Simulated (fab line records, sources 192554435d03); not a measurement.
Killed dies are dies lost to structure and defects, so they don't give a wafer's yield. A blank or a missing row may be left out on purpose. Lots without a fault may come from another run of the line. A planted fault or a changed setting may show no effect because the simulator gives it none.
Which tool did it? | flow n5_finfet | 24 lots, 72 wafers sampled, at 6 steps of a route of 1938

WHAT THE GAUGES READ, wafer by wafer
N5_FIN_SAQP_CD_MEAS_37: target cd 8 nm. Usual: cd_nm 8.16 nm, standard deviation 0.29.
lot  | measured    | on        | cd_nm (nm)     | flag
L074 | day 2 02:11 | cd_sem-02 | 8.63 8.00 7.63 |
L075 | day 2 08:04 | cd_sem-01 | 8.47 7.75 8.51 |
L076 | day 2 15:19 | cd_sem-03 | 8.08 8.31 8.28 |
L077 | day 2 20:53 | cd_sem-01 | 8.09 8.19 8.28 |
L078 | day 3 01:59 | cd_sem-01 | 8.10 8.26 8.23 |
L079 | day 3 08:46 | cd_sem-01 | 8.01 8.24 8.37 |
L080 | day 3 13:37 | cd_sem-03 | 7.41 8.36 8.25 |
L081 | day 3 19:53 | cd_sem-01 | 8.38 8.31 8.63 |
L082 | day 4 04:09 | cd_sem-01 | 7.80 7.60 8.31 |
L083 | day 4 08:24 | cd_sem-01 | 8.02 8.02 8.09 |
L084 | day 4 15:11 | cd_sem-02 | 8.01 8.36 7.94 |
L085 | day 4 21:24 | cd_sem-02 | 8.47 8.16 7.82 |
L086 | day 5 03:38 | cd_sem-01 | 8.56 7.95 8.07 |
L087 | day 5 08:46 | cd_sem-02 | 8.35 7.99 8.00 |
L088 | day 5 13:44 | cd_sem-01 | 8.14 8.17 8.58 |
L089 | day 5 20:03 | cd_sem-01 | 8.34 8.09 8.29 |
L090 | day 6 02:10 | cd_sem-01 | 8.20 8.04 8.07 |
L091 | day 6 08:19 | cd_sem-02 | 7.95 8.08 7.78 |
L092 | day 6 15:01 | cd_sem-01 | 8.19 8.19 8.39 |
L093 | day 6 22:05 | cd_sem-02 | 8.09 8.65 8.07 |
L094 | day 7 04:26 | cd_sem-01 | 7.87 8.66 8.26 |
L095 | day 7 16:14 | cd_sem-01 | 8.65 8.21 8.72 |
L096 | day 7 16:56 | cd_sem-01 | 8.29 8.37 8.69 |
L097 | day 7 23:19 | cd_sem-01 | 8.05 8.17 7.77 |

N5_FIN_CUT_OVL_MEAS_09. Usual: FIN_CUT_OVL 0.1 nm, standard deviation 0.72.
lot  | measured    | on         | FIN_CUT_OVL (nm) | flag
L074 | day 2 02:47 | overlay-01 | 0.6 0.8 0.1      |
L075 | day 2 08:31 | overlay-02 | -0.8 -0.1 -0.1   |
L076 | day 2 15:47 | overlay-01 | -0.6 0.0 -0.6    |
L077 | day 2 21:20 | overlay-01 | 0.4 0.6 0.5      |
L078 | day 3 02:34 | overlay-02 | -0.9 0.4 -0.8    |
L079 | day 3 09:21 | overlay-01 | 1.2 0.1 0.5      |
L080 | day 3 14:05 | overlay-01 | -1.6 -1.0 -0.6   |
L081 | day 3 20:29 | overlay-02 | 1.0 0.6 1.0      |
L082 | day 4 04:37 | overlay-01 | 0.9 1.4 0.7      |
L083 | day 4 08:52 | overlay-01 | 0.8 0.5 0.1      |
L084 | day 4 15:47 | overlay-01 | 0.0 0.3 0.0      |
L085 | day 4 21:52 | overlay-01 | 0.5 -0.2 -0.2    |
L086 | day 5 04:05 | overlay-02 | -0.3 0.1 -0.6    |
L087 | day 5 09:14 | overlay-02 | -0.4 0.3 0.3     |
L088 | day 5 14:20 | overlay-01 | -0.6 -0.1 0.2    |
L089 | day 5 20:31 | overlay-02 | -0.3 0.8 -0.1    |
L090 | day 6 02:38 | overlay-02 | -1.7 -1.5 -2.0   |
L091 | day 6 08:54 | overlay-02 | 0.2 0.4 0.7      |
L092 | day 6 15:37 | overlay-02 | -0.6 -0.3 -0.4   |
L093 | day 6 22:41 | overlay-02 | 0.2 0.9 0.9      |
L094 | day 7 04:54 | overlay-01 | 0.3 -0.5 0.7     |
L095 | day 7 16:49 | overlay-02 | 0.2 -0.3 0.2     |
L096 | day 7 17:24 | overlay-01 | 0.8 -0.5 0.4     |
L097 | day 7 23:47 | overlay-02 | 0.0 -0.7 -1.1    |

N5_FIN_CUT_INSPECT_17: inspects for defects (brightfield). Usual: raw_defect_count 226, standard deviation 54.
lot  | measured    | on                | raw_defect_count | flag
L074 | day 2 03:58 | defect_inspect-02 | 220 226 268      |
L075 | day 2 09:32 | defect_inspect-01 | 236 242 238      |
L076 | day 2 17:02 | defect_inspect-01 | 191 223 191      |
L077 | day 2 22:22 | defect_inspect-02 | 172 213 168      |
L078 | day 3 03:36 | defect_inspect-02 | 276 287 320      |
L079 | day 3 10:21 | defect_inspect-02 | 272 219 191      |
L080 | day 3 15:05 | defect_inspect-02 | 283 162 136      |
L081 | day 3 21:34 | defect_inspect-02 | 261 347 200      |
L082 | day 4 05:43 | defect_inspect-02 | 277 174 195      |
L083 | day 4 09:52 | defect_inspect-01 | 264 165 259      |
L084 | day 4 17:04 | defect_inspect-02 | 237 192 308      |
L085 | day 4 22:52 | defect_inspect-02 | 257 179 213      |
L086 | day 5 05:07 | defect_inspect-02 | 155 175 206      |
L087 | day 5 10:14 | defect_inspect-01 | 118 219 232      |
L088 | day 5 15:26 | defect_inspect-02 | 188 251 265      |
L089 | day 5 21:33 | defect_inspect-02 | 157 223 171      |
L090 | day 6 03:38 | defect_inspect-01 | 328 194 351      |
L091 | day 6 10:02 | defect_inspect-02 | 239 190 263      |
L092 | day 6 16:37 | defect_inspect-01 | 148 252 245      |
L093 | day 6 23:41 | defect_inspect-02 | 339 196 249      |
L094 | day 7 05:58 | defect_inspect-01 | 292 225 264      |
L095 | day 7 17:50 | defect_inspect-02 | 315 229 231      |
L096 | day 7 18:24 | defect_inspect-02 | 279 285 174      |
L097 | day 8 00:47 | defect_inspect-01 | 185 298 277      |

WHICH TOOL RAN EACH LOT (tool, then ch and the chambers of the sampled wafers, then the start)
lot  | N5_FIN_SAQP_HM_OPEN_33            | N5_FIN_SAQP_ETCH_64             | N5_FIN_CUT_ETCH_20
L074 | rie_diel-05 ch 0,2,3, day 2 01:47 | rie_si-06 ch 0,2,3, day 2 02:03 | rie_diel-04 ch 0,1,3, day 2 03:06
L075 | rie_diel-01 ch 0,1,3, day 2 07:39 | rie_si-01 ch 0,1,2, day 2 07:55 | rie_diel-02 ch 0,1, day 2 08:40
L076 | rie_diel-03 ch 1,3, day 2 14:55   | rie_si-05 ch 0,2, day 2 15:11   | rie_diel-02 ch 0,1, day 2 16:11
L077 | rie_diel-01 ch 0,1,3, day 2 20:28 | rie_si-05 ch 1,3, day 2 20:44   | rie_diel-02 ch 0,1, day 2 21:29
L078 | rie_diel-03 ch 0,2,3, day 3 01:34 | rie_si-06 ch 0,2, day 3 01:50   | rie_diel-04 ch 0,1,3, day 3 02:44
L079 | rie_diel-01 ch 1,2,3, day 3 08:21 | rie_si-06 ch 2,3, day 3 08:37   | rie_diel-02 ch 0,2,3, day 3 09:29
L080 | rie_diel-01 ch 0,2,3, day 3 13:13 | rie_si-06 ch 1,2,3, day 3 13:29 | rie_diel-06 ch 0,1,2, day 3 14:14
L081 | rie_diel-01 ch 2,3, day 3 19:29   | rie_si-06 ch 0,1,2, day 3 19:44 | rie_diel-02 ch 0,1,3, day 3 20:38
L082 | rie_diel-05 ch 1,2, day 4 03:45   | rie_si-01 ch 0,1,2, day 4 04:01 | rie_diel-02 ch 0,2,3, day 4 04:50
L083 | rie_diel-01 ch 0, day 4 07:55     | rie_si-06 ch 2,3, day 4 08:16   | rie_diel-06 ch 1,2,3, day 4 09:01
L084 | rie_diel-05 ch 1,2, day 4 14:46   | rie_si-06 ch 0,3, day 4 15:02   | rie_diel-06 ch 1,2, day 4 16:13
L085 | rie_diel-01 ch 0,1,3, day 4 20:59 | rie_si-05 ch 0,1, day 4 21:16   | rie_diel-02 ch 1,3, day 4 22:00
L086 | rie_diel-03 ch 0,1,2, day 5 03:13 | rie_si-06 ch 0,2,3, day 5 03:29 | rie_diel-04 ch 2,3, day 5 04:15
L087 | rie_diel-05 ch 0,1, day 5 08:21   | rie_si-06 ch 1,2,3, day 5 08:37 | rie_diel-04 ch 2,3, day 5 09:22
L088 | rie_diel-03 ch 1,2, day 5 13:20   | rie_si-05 ch 1,2,3, day 5 13:36 | rie_diel-06 ch 0,1, day 5 14:28
L089 | rie_diel-05 ch 1,2, day 5 19:39   | rie_si-06 ch 2,3, day 5 19:55   | rie_diel-04 ch 1,2,3, day 5 20:40
L090 | rie_diel-05 ch 1,2, day 6 01:46   | rie_si-06 ch 2,3, day 6 02:02   | rie_diel-06 ch 1,2,3, day 6 02:47
L091 | rie_diel-05 ch 1,2,3, day 6 07:55 | rie_si-06 ch 0,2,3, day 6 08:10 | rie_diel-02 ch 0,1,2, day 6 09:03
L092 | rie_diel-03 ch 0,1,2, day 6 14:37 | rie_si-01 ch 0,1,2, day 6 14:53 | rie_diel-04 ch 0,1,2, day 6 15:45
L093 | rie_diel-05 ch 0,3, day 6 21:40   | rie_si-06 ch 0,2,3, day 6 21:56 | rie_diel-02 ch 0,1,3, day 6 22:49
L094 | rie_diel-03 ch 0,1,2, day 7 04:02 | rie_si-01 ch 1,3, day 7 04:17   | rie_diel-06 ch 0,1,2, day 7 05:03
L095 | rie_diel-03 ch 1,2, day 7 15:49   | rie_si-01 ch 0,3, day 7 16:05   | rie_diel-04 ch 0,1,2, day 7 16:58
L096 | rie_diel-03 ch 1,2, day 7 16:31   | rie_si-01 ch 2,3, day 7 16:47   | rie_diel-06 ch 0,1,2, day 7 17:32
L097 | rie_diel-03 ch 0,2, day 7 22:55   | rie_si-05 ch 2,3, day 7 23:11   | rie_diel-02 ch 0,3, day 7 23:56
- N5_FIN_SAQP_HM_OPEN_33: chemistry CH3F/O2, target SiNx, target depth 49.4 nm, time 70.6 s.
- N5_FIN_SAQP_ETCH_64: etches SiO2 in CF4, target depth 1.5 nm.
- N5_FIN_CUT_ETCH_20: etches SiARC in CF4, target depth 26 nm, time 43.3 s.

WHAT THE TOOLS THEMSELVES READ (means of the sampled wafers that have a number; where no wafer has one, the mark that the record gives instead)
N5_FIN_SAQP_HM_OPEN_33. Usual: drypump_motor_current_A 5.8 A, standard deviation 0.4; etch_rf_on_time_s 69.4 s, standard deviation 1.5; oes_product_au 0.63 a.u., standard deviation 0.065; rf_fwd_power_W 390.5 W, standard deviation 1.6; rf_vpp_V 296 V, standard deviation 6.3; showerhead_plenum_p_Torr 1.99 Torr, standard deviation 0.074; throttle_valve_pct 16.45 %, standard deviation 0.25.
lot  | tool        | drypump_motor_current_A (A) | etch_rf_on_time_s (s) | oes_product_au (a.u.) | rf_fwd_power_W (W) | rf_vpp_V (V) | showerhead_plenum_p_Torr (Torr) | throttle_valve_pct (%) | flag
L074 | rie_diel-05 | 6.1                         | 69.0                  | 0.64                  | 388.8              | 293          | 1.97                            | 16.34                  |
L075 | rie_diel-01 | 5.7                         | 69.4                  | 0.65                  | 391.8              | 299          | 2.02                            | 16.53                  |
L076 | rie_diel-03 | 5.8                         | 67.1                  | 0.61                  | 390.6              | 297          | 1.95                            | 16.30                  |
L077 | rie_diel-01 | 5.6                         | 70.4                  | 0.64                  | 388.9              | 298          | 2.02                            | 16.54                  |
L078 | rie_diel-03 | 5.5                         | 69.4                  | 0.62                  | 390.8              | 298          | 2.00                            | 16.56                  |
L079 | rie_diel-01 | 5.8                         | 70.5                  | 0.67                  | 390.5              | 300          | 2.00                            | 16.49                  |
L080 | rie_diel-01 | 5.4                         | 68.5                  | 0.72                  | 392.0              | 298          | 2.02                            | 16.38                  |
L081 | rie_diel-01 | 5.6                         | 69.3                  | 0.74                  | 392.2              | 300          | 1.99                            | 16.34                  |
L082 | rie_diel-05 | 5.7                         | 71.4                  | 0.61                  | 389.6              | 296          | 2.01                            | 16.48                  |
L083 | rie_diel-01 | 5.2                         | 68.0                  | 0.72                  | 389.2              | 301          | 2.10                            | 16.19                  |
L084 | rie_diel-05 | 5.9                         | 70.1                  | 0.63                  | 389.7              | 300          | 2.05                            | 16.50                  |
L085 | rie_diel-01 | 5.6                         | 68.4                  | 0.72                  | 390.4              | 299          | 2.02                            | 16.40                  |
L086 | rie_diel-03 | 5.8                         | 71.4                  | 0.60                  | 391.0              | 298          | 2.02                            | 16.46                  |
L087 | rie_diel-05 | 5.9                         | 68.7                  | 0.60                  | 390.6              | 288          | 1.92                            | 16.36                  |
L088 | rie_diel-03 | 5.5                         | 68.1                  | 0.60                  | 389.8              | 296          | 1.98                            | 16.53                  |
L089 | rie_diel-05 | 5.7                         | 71.8                  | 0.60                  | 389.9              | 296          | 2.01                            | 16.51                  |
L090 | rie_diel-05 | 5.7                         | 70.9                  | 0.60                  | 389.1              | 296          | 2.01                            | 16.51                  |
L091 | rie_diel-05 | 5.9                         | 69.5                  | 0.61                  | 390.0              | 294          | 1.98                            | 16.46                  |
L092 | rie_diel-03 | 5.8                         | 69.0                  | 0.59                  | 390.3              | 297          | 2.01                            | 16.49                  |
L093 | rie_diel-05 | 6.1                         | 68.4                  | 0.62                  | 390.9              | 287          | 1.89                            | 16.32                  |
L094 | rie_diel-03 | 5.8                         | 70.1                  | 0.59                  | 390.3              | 297          | 2.01                            | 16.50                  |
L095 | rie_diel-03 | 5.8                         | 68.2                  | 0.58                  | 389.8              | 295          | 1.97                            | 16.41                  |
L096 | rie_diel-03 | 5.5                         | 69.2                  | 0.58                  | 391.1              | 295          | 1.98                            | 16.58                  |
L097 | rie_diel-03 | 5.9                         | 69.3                  | 0.59                  | 388.7              | 298          | 2.04                            | 16.63                  |

N5_FIN_SAQP_ETCH_64. Usual: drypump_motor_current_A 5.5 A, standard deviation 0.62; oes_product_au 1.005 a.u., standard deviation 0.028; rf_fwd_power_W 784 W, standard deviation 4; throttle_valve_pct 21.71 %, standard deviation 0.2.
lot  | tool      | drypump_motor_current_A (A) | oes_product_au (a.u.) | rf_fwd_power_W (W) | throttle_valve_pct (%) | flag
L074 | rie_si-06 | 5.7                         | 1.008                 | 780                | 21.86                  |
L075 | rie_si-01 | 5.0                         | 1.020                 | 784                | 21.64                  |
L076 | rie_si-05 | 6.3                         | 1.036                 | 790                | 21.78                  |
L077 | rie_si-05 | 5.6                         | 0.972                 | 786                | 21.48                  |
L078 | rie_si-06 | 5.1                         | 1.032                 | 785                | 21.86                  |
L079 | rie_si-06 | 6.2                         | 1.033                 | 781                | 21.91                  |
L080 | rie_si-06 | 5.7                         | 1.016                 | 784                | 21.76                  |
L081 | rie_si-06 | 5.2                         | 1.000                 | 786                | 21.70                  |
L082 | rie_si-01 | 5.0                         | 1.002                 | 785                | 21.64                  |
L083 | rie_si-06 | 5.7                         | 1.045                 | 781                | 21.91                  |
L084 | rie_si-06 | 6.2                         | 1.011                 | 784                | 21.87                  |
L085 | rie_si-05 | 5.6                         | 0.983                 | 788                | 21.78                  |
L086 | rie_si-06 | 5.7                         | 1.011                 | 780                | 21.85                  |
L087 | rie_si-06 | 5.7                         | 1.023                 | 783                | 21.75                  |
L088 | rie_si-05 | 5.8                         | 1.007                 | 787                | 21.56                  |
L089 | rie_si-06 | 6.2                         | 1.034                 | 782                | 21.91                  |
L090 | rie_si-06 | 5.6                         | 1.029                 | 781                | 21.91                  |
L091 | rie_si-06 | 5.7                         | 1.016                 | 782                | 21.86                  |
L092 | rie_si-01 | 5.0                         | 1.003                 | 785                | 21.62                  |
L093 | rie_si-06 | 5.7                         | 1.016                 | 783                | 21.85                  |
L094 | rie_si-01 | 5.2                         | 1.007                 | 789                | 21.46                  |
L095 | rie_si-01 | 5.4                         | 1.012                 | 784                | 21.72                  |
L096 | rie_si-01 | 5.5                         | 0.987                 | 787                | 21.63                  |
L097 | rie_si-05 | 5.5                         | 1.019                 | 790                | 21.60                  |

N5_FIN_CUT_ETCH_20. Usual: drypump_motor_current_A 5.5 A, standard deviation 0.46; etch_rf_on_time_s 43.6 s, standard deviation 0.93; oes_product_au 0.67 a.u., standard deviation 0.055; rf_fwd_power_W 535.5 W, standard deviation 3; rf_vpp_V 184.3 V, standard deviation 1; showerhead_plenum_p_Torr 2.17 Torr, standard deviation 0.047; throttle_valve_pct 15.63 %, standard deviation 0.17.
lot  | tool        | drypump_motor_current_A (A) | etch_rf_on_time_s (s) | oes_product_au (a.u.) | rf_fwd_power_W (W) | rf_vpp_V (V) | showerhead_plenum_p_Torr (Torr) | throttle_valve_pct (%) | flag
L074 | rie_diel-04 | 5.5                         | 43.3                  | 0.73                  | 535.4              | 184.9        | 2.20                            | 15.45                  |
L075 | rie_diel-02 | 5.4                         | 44.3                  | 0.66                  | 533.3              | 184.6        | 2.14                            | 15.66                  |
L076 | rie_diel-02 | 5.4                         | 44.1                  | 0.66                  | 533.6              | 183.9        | 2.14                            | 15.66                  |
L077 | rie_diel-02 | 5.5                         | 44.3                  | 0.65                  | 531.4              | 183.7        | 2.14                            | 15.66                  |
L078 | rie_diel-04 | 5.5                         | 42.7                  | 0.72                  | 537.0              | 185.2        | 2.20                            | 15.47                  |
L079 | rie_diel-02 | 5.5                         | 44.3                  | 0.63                  | 535.0              | 184.5        | 2.19                            | 15.67                  |
L080 | rie_diel-06 | 5.4                         | 43.6                  | 0.65                  | 536.6              | 184.1        | 2.17                            | 15.67                  |
L081 | rie_diel-02 | 5.3                         | 44.4                  | 0.66                  | 535.7              | 185.0        | 2.17                            | 15.55                  |
L082 | rie_diel-02 | 5.5                         | 44.4                  | 0.62                  | 535.5              | 184.4        | 2.19                            | 15.70                  |
L083 | rie_diel-06 | 5.8                         | 43.0                  | 0.64                  | 535.2              | 185.0        | 2.16                            | 15.79                  |
L084 | rie_diel-06 | 5.7                         | 43.4                  | 0.66                  | 533.9              | 185.3        | 2.17                            | 15.81                  |
L085 | rie_diel-02 | 5.2                         | 43.8                  | 0.67                  | 535.3              | 184.8        | 2.20                            | 15.44                  |
L086 | rie_diel-04 | 5.1                         | 42.8                  | 0.76                  | 536.1              | 184.4        | 2.13                            | 15.59                  |
L087 | rie_diel-04 | 5.2                         | 43.0                  | 0.74                  | 538.8              | 183.7        | 2.15                            | 15.52                  |
L088 | rie_diel-06 | 5.3                         | 43.1                  | 0.64                  | 536.6              | 184.1        | 2.20                            | 15.70                  |
L089 | rie_diel-04 | 5.5                         | 43.3                  | 0.71                  | 536.7              | 185.2        | 2.17                            | 15.56                  |
L090 | rie_diel-06 | 5.9                         | 42.5                  | 0.64                  | 534.6              | 183.9        | 2.16                            | 15.81                  |
L091 | rie_diel-02 | 5.8                         | 44.3                  | 0.62                  | 535.5              | 184.0        | 2.16                            | 15.76                  |
L092 | rie_diel-04 | 5.4                         | 43.2                  | 0.70                  | 536.1              | 184.4        | 2.16                            | 15.60                  |
L093 | rie_diel-02 | 5.3                         | 44.2                  | 0.64                  | 534.9              | 184.2        | 2.16                            | 15.59                  |
L094 | rie_diel-06 | 5.4                         | 43.3                  | 0.63                  | 534.0              | 183.4        | 2.17                            | 15.72                  |
L095 | rie_diel-04 | 5.4                         | 42.8                  | 0.69                  | 536.0              | 183.5        | 2.16                            | 15.61                  |
L096 | rie_diel-06 | 5.4                         | 42.9                  | 0.63                  | 535.1              | 184.6        | 2.16                            | 15.72                  |
L097 | rie_diel-02 | 5.1                         | 45.7                  | 0.62                  | 534.4              | 184.3        | 2.19                            | 15.57                  |

THE ANSWER, worked out from the rows above alone
Rule: a lot is off if the mean of its wafers that have a number lies more than 3 standard deviations from the usual mean. A lot without any number at a reading at which 4 lots or more have one is off too. The other lots that the step has rows for count as sound. The gauges are gone through in route order, then the tools' own readings, and for those a lot's mean is taken as printed above. The first step at which some lot is off is used, and at that step the reading that is off furthest; a lot without a number counts as furthest.
No lot is off at any reading shown: from this, nothing can be told.

WHAT THE SIMULATOR HAD PUT IN
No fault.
